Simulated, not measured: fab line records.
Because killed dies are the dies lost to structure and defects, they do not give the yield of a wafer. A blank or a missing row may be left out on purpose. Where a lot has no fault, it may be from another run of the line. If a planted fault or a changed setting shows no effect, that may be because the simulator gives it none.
fab line records -- flow n5_finfet
[record] lots = 3, wafers = 9, last_day = 17
route steps=1938 shown MOL_CONTACT_COAG@567 BEOL_M4@1111 PASSIVATION@1936
lots that met no fault: taken from a fault-free run of the same line
start_h: the number of hours between the record's first day and the start of the first shown wafer of the lot -- wait_h: hours from the lot's prior step to this one -- " the same as in the row above -- L1.1+2: one row covering several wafers at once -- - no value, or no start given -- * or withheld: withheld -- < > ~ a bound
route shown NAME@n: NAME is a module with steps in the file, n the number in the route of the first one -- usual: average and standard deviation across the fault-free wafers -- same: alike in all rows -- chamber/n: place in a boat -- sites: readings site by site -- _std_site: how widely they spread, as a standard deviation -- _edge_site: the outer-site mean with the inner-site mean subtracted -- radius_mm: for every site, how far away it sits from the centre of the wafer -- mask NAME#n: copy n -- behind: the last tool/chamber to shape the wafer -- hold: cause of the lot's hold/its duration in hours/its outcome -- device: the transistor (n, p or np) that didn't switch -- end of line: the tests these same wafers got at the end of their route -- a step with no rows: only its recipe -- killed: dies lost to structure and defects at the first sort, not the wafer's yield -- map: shows each die of a wafer: x if killed, . if not, _ if none is there
set.NAME: the setting the step ran with; set.NAME@STEP: the setting that earlier step ran with -- model.NAME: the simulator's own value behind a step, which no gauge read
a table for each step, a row for each wafer; lots at some steps of the route
services: when a tool's chamber went out of use (start_h, in hours from the record's first day, below 0 if earlier), for how many hours, and the reason
[[steps]]
[step N5_MOL_CONTACT_COAG_COAT_78]
[recipe] resist = CAR-EUV, spin_rpm = 1500, resist_thk_nm = 40
[step N5_MOL_CONTACT_COAG_EBR_80]
[recipe] solvent = PGMEA, ebr_width_mm = 1.5
[step N5_MOL_CONTACT_COAG_SOFTBAKE_79]
[recipe] temp_c = 110, time_s = 60, resist = CAR-EUV
[step N5_MOL_CONTACT_COAG_EXPOSE_81]
[recipe] mask_id = VG, na = 0.33, source_shape = annular, sigma_inner = 0.3, sigma_outer = 0.7, polarization = unpolarized, defocus_nm = 0, dose_mj = 59.5
[step N5_MOL_CONTACT_COAG_PEB_82]
[recipe] peb_temp_c = 100, peb_time_s = 60, resist = CAR-EUV
[step N5_MOL_CONTACT_COAG_DEVELOP_83]
[recipe] develop_time_s = 30, developer = TMAH, resist = CAR-EUV, rinse_liquid = surfactant_rinse, dry = air_spin, dev_temp_c = 23
[step N5_MOL_CONTACT_COAG_DESCUM_88]
[recipe] chemistry = O2, time_s = 7, source_power_w = 50, bias_power_w = 20, pressure_mtorr = 20, rf_frequency_hz = 2.712e+07, temp_c = 40, resist = CAR-EUV, o2_flow_sccm = 225
[step N5_MOL_CONTACT_COAG_ETCH_89]
[recipe] chemistry = N2/H2, target = underlayer, target_depth_a = 130, mask_material = CAR-EUV, time_s = 10.4, ion_energy_ev = 200, pressure_mtorr = 30, source_w = 840, bias_w = 150, n2_flow_sccm = 200, h2_flow_sccm = 200, ends = cleared
[step N5_MOL_CONTACT_COAG_ETCH_90]
[recipe] chemistry = CF4, target = SiARC, target_depth_a = 130, mask_material = CAR-EUV, time_s = 21.7, ion_energy_ev = 80, pressure_mtorr = 40, source_w = 545, bias_w = 36, Ar_flow_sccm = 100, cf4_flow_sccm = 100, ends = cleared
[step N5_MOL_CONTACT_COAG_ALD_131]
[recipe] material = SiO2, target_thk_a = 50, temp_c = 100, ald_precursor_family = BDEAS, ald_co_reactant = O2-plasma, pulse_time_s = 1, co_reactant_pulse_time_s = 1, purge_time_s = 2, co_reactant_purge_time_s = 2, ald_cycles = 35, pressure_torr = 2
[usual] ald_cycles = 35/0, heater_power_outer_w = 39/3.8, heater_power_w = 77/6.9, precursor_pulse_height_rel = 0.999/0.021
lot.wafer,tool,chamber,start_h,wait_h,ald_cycles,heater_power_outer_w,heater_power_w,precursor_pulse_height_rel,model.SiO2_of_MOL_CONTACT_COAG_ALD_131.thk_nm
L916.2,ald_sin-01,3,137.70,0.1,35,34,69,1.005,5
L916.3,ald_sin-01,0,137.70,0.1,35,36,68,1.053,5
L916.5,ald_sin-01,2,137.70,0.1,35,41,80,0.995,5
L922.2,ald_sin-01,1,166.95,0.1,43,45,88,1.003,6.2
L922.3,ald_sin-01,2,166.95,0.1,43,43,79,1.008,6.2
L922.5,ald_sin-01,3,166.95,0.1,35,35,67,1.022,5
L926.1,ald_sin-02,1,192.76,0.1,35,41,75,0.998,5
L926.4,ald_sin-02,2,192.76,0.1,35,36,69,0.974,5
L926.6,ald_sin-02,1,192.76,0.1,35,40,75,1.033,5
[step N5_MOL_CONTACT_COAG_ETCHBACK_132]
[recipe] chemistry = CHF3, target = SiO2, target_depth_a = 100, time_s = 6.7, ion_energy_ev = 200, pressure_mtorr = 30, source_w = 610, bias_w = 170, Ar_flow_sccm = 200, CHF3_flow_sccm = 50
[step N5_MOL_CONTACT_COAG_ETCH_91]
[recipe] chemistry = N2/H2, target = SOC, target_depth_a = 600, overetch_a = 210, mask_material = SiARC, temp_c = 40, time_s = 101.2, ion_energy_ev = 200, pressure_mtorr = 30, source_w = 840, bias_w = 150, n2_flow_sccm = 200, h2_flow_sccm = 200
[step N5_MOL_CONTACT_COAG_STRIP_92]
[recipe] chemistry = N2/H2, temp_c = 40, n2_flow_sccm = 200, h2_flow_sccm = 200, rf_frequency_hz = 6e+07
[step N5_MOL_CONTACT_COAG_STRIP_93]
[recipe] chemistry = N2/H2, temp_c = 40, n2_flow_sccm = 200, h2_flow_sccm = 200, rf_frequency_hz = 6e+07
[step N5_MOL_CONTACT_COAG_ETCHBACK_135]
[recipe] chemistry = CHF3, target = SiO2, target_depth_a = 250, time_s = 16.7, ion_energy_ev = 200, pressure_mtorr = 30, source_w = 610, bias_w = 170, Ar_flow_sccm = 200, CHF3_flow_sccm = 50
[step N5_MOL_CONTACT_COAG_STRIP_118]
[recipe] chemistry = CHF3, resist = SiARC, rf_frequency_hz = 6e+07
[step N5_MOL_CONTACT_COAG_VIA_ETCH_46]
[recipe] chemistry = C4F6/O2, target_depth_a = 460, overetch_a = 92, mask_material = SOC, target = SiO2, bias_w = 455, pressure_mtorr = 10, time_s = 40, source_w = 325, Ar_flow_sccm = 300, C4F6_flow_sccm = 10, O2_flow_sccm = 10, ion_energy_ev = 575.3, ends = end_point
[step N5_MOL_CONTACT_COAG_STRIP_96]
[recipe] chemistry = N2/H2, power_w = 500, temp_c = 40, pressure_mtorr = 50, rf_frequency_hz = 6e+07, overash_fraction = 0.3, bias_power_w = 28, h2_frac = 0.5, n2_flow_sccm = 300, h2_flow_sccm = 300
[step N5_MOL_CONTACT_COAG_ETCH_47]
[recipe] chemistry = CH3F/O2, target = SiNx, target_depth_a = 270, mask_material = SiO2, stop_on = W, over_etch_frac = 0.2, ion_energy_ev = 120, endpoint = OES-CN, pressure_mtorr = 30, source_w = 395, bias_w = 73, Ar_flow_sccm = 150, CH3F_flow_sccm = 30, O2_flow_sccm = 20, ends = end_point
[step N5_MOL_CONTACT_COAG_STRIP_119]
[recipe] chemistry = N2/H2, time_s = 30, power_w = 1000, temp_c = 250, pressure_mtorr = withheld, n2_flow_sccm = 1750, h2_flow_sccm = 3250
[step N5_MOL_CONTACT_COAG_PRECLEAN_144]
[recipe] chemistry = alkaline_clean, temp_c = 60, time_s = 60, do_ppb = 50
[step N5_MOL_CONTACT_COAG_SRD_145]
[recipe] dry = ipa_marangoni, time_s = 30, temp_c = 23, rinse_liquid = diw
[step N5_MOL_CONTACT_COAG_COAT_62]
[recipe] resist = SOC, temp_c = 250, time_s = 60, spin_rpm = 1500, resist_thk_nm = 60
[step N5_MOL_CONTACT_COAG_COAT_63]
[recipe] resist = SiARC, temp_c = 220, time_s = 60, spin_rpm = 1500, resist_thk_nm = 10
[step N5_MOL_CONTACT_COAG_COAT_64]
[recipe] resist = underlayer, temp_c = 205, time_s = 60, spin_rpm = 1500, resist_thk_nm = 10
[step N5_MOL_CONTACT_COAG_COAT_34]
[recipe] resist = CAR-EUV, spin_rpm = 1500, resist_thk_nm = 40
[step N5_MOL_CONTACT_COAG_EBR_36]
[recipe] solvent = PGMEA, ebr_width_mm = 1.5
[step N5_MOL_CONTACT_COAG_SOFTBAKE_35]
[recipe] temp_c = 110, time_s = 60, resist = CAR-EUV
[step N5_MOL_CONTACT_COAG_EXPOSE_37]
[recipe] mask_id = VD, na = 0.33, source_shape = annular, sigma_inner = 0.3, sigma_outer = 0.7, polarization = unpolarized, defocus_nm = 0, dose_mj = 62
[step N5_MOL_CONTACT_COAG_PEB_38]
[recipe] peb_temp_c = 100, peb_time_s = 60, resist = CAR-EUV
[step N5_MOL_CONTACT_COAG_DEVELOP_39]
[recipe] develop_time_s = 30, developer = TMAH, resist = CAR-EUV, rinse_liquid = surfactant_rinse, dry = air_spin, dev_temp_c = 23
[step N5_MOL_CONTACT_COAG_DESCUM_45]
[recipe] chemistry = O2, time_s = 7, source_power_w = 50, bias_power_w = 20, pressure_mtorr = 20, rf_frequency_hz = 2.712e+07, temp_c = 40, resist = CAR-EUV, o2_flow_sccm = 225
[step N5_MOL_CONTACT_COAG_ETCH_65]
[recipe] chemistry = N2/H2, target = underlayer, target_depth_a = 130, mask_material = CAR-EUV, time_s = 10.4, ion_energy_ev = 200, pressure_mtorr = 30, source_w = 840, bias_w = 150, n2_flow_sccm = 200, h2_flow_sccm = 200, ends = cleared
[step N5_MOL_CONTACT_COAG_ETCH_66]
[recipe] chemistry = CF4, target = SiARC, target_depth_a = 130, mask_material = CAR-EUV, time_s = 21.7, ion_energy_ev = 80, pressure_mtorr = 40, source_w = 545, bias_w = 36, Ar_flow_sccm = 100, cf4_flow_sccm = 100, ends = cleared
[step N5_MOL_CONTACT_COAG_ALD_133]
[recipe] material = SiO2, target_thk_a = 50, temp_c = 100, ald_precursor_family = BDEAS, ald_co_reactant = O2-plasma, pulse_time_s = 1, co_reactant_pulse_time_s = 1, purge_time_s = 2, co_reactant_purge_time_s = 2, ald_cycles = 35, pressure_torr = 2
[step N5_BEOL_M4_RC_MEAS_101]
[usual] DIBL_N = 36.0/1.7, DIBL_P = 36.2/1.9, IOFF_N = 0.154/0.028, IOFF_P = 0.21/0.036, ION_N = 675/11, ION_P = 463/8.3, SS_N = 71.4/0.63, SS_P = 73.2/0.55, VT_N = 250.2/3, VT_P = -251/3.7
lot.wafer,tool,chamber,start_h,wait_h,device,DIBL_N[mV/V],DIBL_P[mV/V],IOFF_N[nA/um],IOFF_P[nA/um],ION_N[uA/um],ION_P[uA/um],SS_N[mV/dec],SS_P[mV/dec],VT_N[mV],VT_P[mV]
L916.2,prober-01,0,262.72,0.2,-,37.4,38.6,0.169,0.20,681,462,71.7,73.6,249.5,-254
L916.3,prober-01,0,262.72,0.2,-,35.7,37.4,0.144,0.18,686,467,71.2,72.8,250.5,-254
L916.5,prober-01,0,262.72,0.2,-,35.9,36.7,0.131,0.16,654,444,71.7,73.5,252.7,-255
L922.2,prober-01,0,297.67,0.2,np,-,-,-,-,-,-,-,-,-,-
L922.3,prober-01,0,297.67,0.2,-,34.3,34.2,0.130,0.15,663,448,70.7,73.3,250.6,-256
L922.5,prober-01,0,297.67,0.2,-,36.5,36.8,0.164,0.18,686,462,71.8,73.0,251.3,-256
L926.1,prober-02,0,309.89,0.0,-,38.5,38.5,0.199,0.30,691,477,71.6,74.1,245.0,-244
L926.4,prober-02,0,309.89,0.0,-,38.5,38.3,0.193,0.28,682,476,72.0,73.6,244.9,-244
L926.6,prober-02,0,309.89,0.0,-,36.8,36.4,0.144,0.25,672,472,70.6,73.4,249.5,-246
[step N5_PASSIVATION_PROBE_49]
[usual] defect_limited_yield = 90.9/1.4, killed_at_M0_to_M3 = 38/11, killed_at_M4_up = 13/5.9, killed_at_contacts = 14/6.4, killed_at_front_end = 38/11, killed_at_other = 3.3/2.5, killed_dies = 107/16, killed_on_rim = 14/3.6, killed_open = 70/12, killed_short = 35/7.7, sort_bin_5_function = 5.3/0.94, sort_bin_6_memory = 3.5/0.7, sort_n_pass = 1073/16, sort_yield_pct = 90.9/1.4
[same] gross_dies = 1180, killed_at_back_side = 0, sort_bin_4_leakage[%] = 0, sort_bin_8_speed[%] = 0
lot.wafer,tool,chamber,start_h,wait_h,defect_limited_yield[%],killed_at_M0_to_M3,killed_at_M4_up,killed_at_contacts,killed_at_front_end,killed_at_other,killed_dies,killed_on_rim,killed_open,killed_short,sort_bin_5_function[%],sort_bin_6_memory[%],sort_n_pass,sort_yield_pct[%]
L922.2,prober-01,-,407.08,0.1,76.4,50,19,189,20,0,278,35,70,39,19.9,3.1,902,76.4
L922.3,prober-01,-,407.13,0.1,80.5,39,25,136,29,1,230,25,79,33,15.6,3.7,950,80.5
// killed by level:class
L922.2 MOL_CONTACT_COAG:area_ald=167 MOL_CONTACT_COAG:geometric_particle:open=20 BEOL_M0_SAQP:geometric_particle:short=12 BEOL_M1:geometric_particle:open=9 BEOL_M2:geometric_particle:open=9 BEOL_M4:geometric_particle:open=9 BEOL_M3:geometric_particle:short=7 BEOL_M3:geometric_particle:open=5
L922.3 MOL_CONTACT_COAG:area_ald=118 MOL_CONTACT_COAG:geometric_particle:open=14 BEOL_M4:geometric_particle:open=14 FIN_SAQP:geometric_particle:open=9 BEOL_M2:geometric_particle:open=9 BEOL_M3:geometric_particle:open=7 BEOL_M0_SAQP:geometric_particle:short=5 FIN_SAQP:geometric_particle:short=4
// map L922.2 (x killed, . not)
_________________.xx.x.....x.________________
______________..x...x...xx......_____________
___________.x...xx....x.x......xx..__________
__________.x...x...x................_________
________....x......xx.x..............._______
_______....x.....x......x.x..........x.______
______..xx..x...........x.....x........x_____
_____...x...xx..x.........xx..x.x........____
____..x........xx.......x...x...x...x...x.___
___...x........x.......xx...xxxx........x.x__
___..x....x..x........xx....x...x...x..xx.x__
__x.x....xxx........x...x...........x..x...._
__xx....xx.x....x...x....x....x.x..........._
_xxx.xx.........x............x..x.x.xxx..xxx.
_x..............x......xx..xx....x......x...x
_.......x..xx.......x...x.x....x..x....x.....
_.x.......x.x.xxx...........xx..x..x..x...x..
_.x.xx.x....x.x..........x...x..x.xxx.xx.....
_.x.....x.....x........x....xx........x.x....
_..x........x...xx....x.xx.....x...x.........
_x.x.xx..xx.x.x........xx.........x.x.......x
__.........xx..x...........x.....xx..x...x.._
__.xxx.x.....xxxx.....x...xx........x......x_
___x......x..x.............x.x....x.xx...x.__
___.........xxx....x........xxx..xx........__
____........x............x.....x.x...xx...___
_____........x.x.x.xx.x...xx..xxx....xx..____
______xx..x..x........xx.xx..x...x..xx.x_____
_______..x.xx....xx....x....x......x...______
________.....x..........x........x..x._______
__________x...x.x.x...x.x...x...x..x_________
___________......x..x.......x......__________
______________...........xx...x._____________
_________________....x....x..________________
// map L916.3 (x killed, . not)
_________________.x.........x________________
______________.........x...x...._____________
___________x.......x.....x.........__________
__________....x.....x...x..........._________
________........x....................._______
_______.....x.............xx...........______
______..x.......x.....................xx_____
_____x....x......x......x........x.......____
____x......x.....................x........___
___..x.............x............x..........__
___............x...........x....x......x...__
__..x.....x........x...................x...._
__............x............x.....x.........x_
_................x.x........x...x.x.....x....
_...x...............x........x....x.x........
_...........x........x.......x...............
_..x..................xx.................xxx.
_..x......x...........x.......x.x....x.....x.
_.......x........x...........................
_.x...xxx.x.........xx....................x..
_.x.x....x..x..x....x........................
__....x..x.................................._
__.......x........x...........x..x..x......._
___...x........x..x...................x....__
___..xx........x....x...x........x........x__
____.......x..............................___
_____......x.............x........x......____
______x....x.x...x.......x.............._____
_______....x.x.......x..x..............______
________..x.x......x..x......x..x...xx_______
__________x...x..........x....x....._________
___________.x............x.x..x....__________
______________.....x.....x......_____________
_________________...........x________________
[[services]]
tool,chamber,start_h,hours,kind
ald_sin-01,1,127.63,3.0,repair
ald_sin-02,-,176.75,14.0,pm
ald_sin-02,0,176.75,14.0,vent_cycle
ald_sin-02,1,176.75,14.0,vent_cycle
ald_sin-02,2,176.75,14.0,vent_cycle
ald_sin-02,3,176.75,14.0,vent_cycle
ald_sin-02,0,190.75,-,clean
ald_sin-02,1,190.75,-,clean
ald_sin-02,2,190.75,-,clean
ald_sin-02,3,190.75,-,clean
[[key]]
[first_sign] step = N5_MOL_CONTACT_COAG_ALD_131, reading = ald_cycles, direction = up, sigmas = 99+, usual = *, struck = *
[effect] step = N5_BEOL_M4_RC_MEAS_101, reading = device, direction = added
[effect] step = N5_PASSIVATION_PROBE_49, reading = killed_at_contacts, direction = up, sigmas = 23, usual = 14, struck = 162
[model_effect] step = N5_MOL_CONTACT_COAG_ALD_131, value = SiO2_of_MOL_CONTACT_COAG_ALD_131.thk_nm, without = 5, struck = 6.2
[more_kills_born_at] N5_MOL_CONTACT_COAG_ALD_131@ald_sin-01 = 285
met_at N5_MOL_CONTACT_COAG_ALD_131
struck_wafers L922.2,L922.3
onset_between 137.70 166.95
[fault] kind = process_parameter_drift, tool = ald_sin-01, chamber = -, onset_h = 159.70, steps = N5_MOL_CONTACT_COAG_ALD_131, channel = ald_cycles, offset = *, shape = step, end_h = 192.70, scope = struck_wafers_only, acts_in = *, stated = *
